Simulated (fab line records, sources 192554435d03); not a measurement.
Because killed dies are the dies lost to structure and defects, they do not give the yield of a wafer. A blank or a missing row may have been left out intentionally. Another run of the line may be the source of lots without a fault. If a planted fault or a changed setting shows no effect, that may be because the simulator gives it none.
Chamber matching :: flow n5-finfet :: ald-sin-04 running N5_ILD0_LINER_00: 4 sister chambers
The step material SiNx, target thk 4 nm, pulse time 1 s, purge time 2 s. 4 wafers are shown with their chamber, then 9 later ones without.

== WAFERS WITH THEIR CHAMBER ==
wafer: L086.3
chamber: 2
heater-power-w (W): 775

wafer: L086.4
chamber: 1
heater-power-w (W): 804

wafer: L091.5
chamber: 3
heater-power-w (W): 802

wafer: L091.6
chamber: 0
heater-power-w (W): 649

== WAFERS WHOSE CHAMBER IS MISSING ==
wafer: L093.2
heater-power-w (W): 640

wafer: L093.4
heater-power-w (W): 745

wafer: L093.6
heater-power-w (W): 811

wafer: L095.1
heater-power-w (W): 808

wafer: L095.3
heater-power-w (W): 806

wafer: L095.6
heater-power-w (W): 645

wafer: L096.1
heater-power-w (W): 790

wafer: L096.4
heater-power-w (W): 775

wafer: L096.5
heater-power-w (W): 816

== EACH ONE'S CHAMBER ==
wafer: L093.2
from the rows above: 0
in truth: 0

wafer: L093.4
from the rows above: 2
in truth: 2

wafer: L093.6
from the rows above: can't be placed: 1 or 3
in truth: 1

wafer: L095.1
from the rows above: can't be placed: 1 or 3
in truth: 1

wafer: L095.3
from the rows above: can't be placed: 1 or 3
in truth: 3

wafer: L095.6
from the rows above: 0
in truth: 0

wafer: L096.1
from the rows above: can't be placed: 3 or 1 or 2
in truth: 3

wafer: L096.4
from the rows above: 2
in truth: 2

wafer: L096.5
from the rows above: can't be placed: 1 or 3
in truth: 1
Correctly placed: 4 of 9. From these rows, 5 cannot be placed; in 5 the true chamber is one of the candidates. 0 placed wrongly.
How it was worked out, from the rows above alone: a wafer's distance from a chamber is the root of the sum, over the readings, of the square of ((its reading less the chamber's mean) divided by the reading's scatter). If the next closest chamber is less than 2 further off than the closest, the wafer can't be placed; otherwise it belongs to the closest. For every chamber, the mean is computed from those of its wafers that are shown. The scatter: with one shown wafer a chamber, the root of the mean of the squares of how far each hidden wafer lies from its nearest shown one.
